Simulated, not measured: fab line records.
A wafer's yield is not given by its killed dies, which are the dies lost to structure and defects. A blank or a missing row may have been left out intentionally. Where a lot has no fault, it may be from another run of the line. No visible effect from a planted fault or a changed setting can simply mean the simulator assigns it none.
Chamber matching | flow n5 finfet | N5_BEOL_M0_SAQP_MANDREL_ETCH_103 on rie si-03 has 4 sister chambers
The step etches a-Si in HBr/Cl2, stops on SiCN, target depth 45 nm, bt time 10 s, time 27 s. 4 wafers are shown with their chamber, then 9 later ones without.

== WAFERS, EACH WITH ITS CHAMBER ==
wafer  | chamber | drypump motor current A (A)
L078.1 | 0       | 5.88
L086.4 | 3       | 5.75
L086.5 | 2       | 6.28
L086.6 | 1       | 5.85

== WAFERS MISSING THEIR CHAMBER ==
wafer  | drypump motor current A (A)
L087.2 | 5.90
L087.4 | 6.27
L087.5 | 6.26
L088.2 | 5.88
L088.3 | 5.87
L088.5 | 5.90
L095.2 | 5.91
L095.3 | 5.85
L095.6 | 5.75

== WHICH CHAMBER EACH WENT THROUGH ==
wafer  | from the rows above     | in truth
L087.2 | can't be placed: 0 or 1 | 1
L087.4 | 2                       | 2
L087.5 | 2                       | 2
L088.2 | can't be placed: 0 or 1 | 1
L088.3 | can't be placed: 0 or 1 | 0
L088.5 | can't be placed: 0 or 1 | 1
L095.2 | can't be placed: 0 or 1 | 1
L095.3 | can't be placed: 1 or 0 | 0
L095.6 | 3                       | 3
Correct placement for 3 of the 9. Cannot be placed on the basis of these rows: 6; the candidates contain the true chamber in 6. 0 placed wrongly.
How it was worked out, from the rows above alone: a wafer's distance from a chamber is the root of the sum, over the readings, of the square of ((its reading less the chamber's mean) divided by the reading's scatter). If the next closest chamber is less than 2 further off than the closest, the wafer can't be placed; otherwise it belongs to the closest. Each chamber's mean is taken over the wafers shown for it. The scatter: root of mean squared gap, hidden wafer to nearest shown wafer, with one shown wafer a chamber.
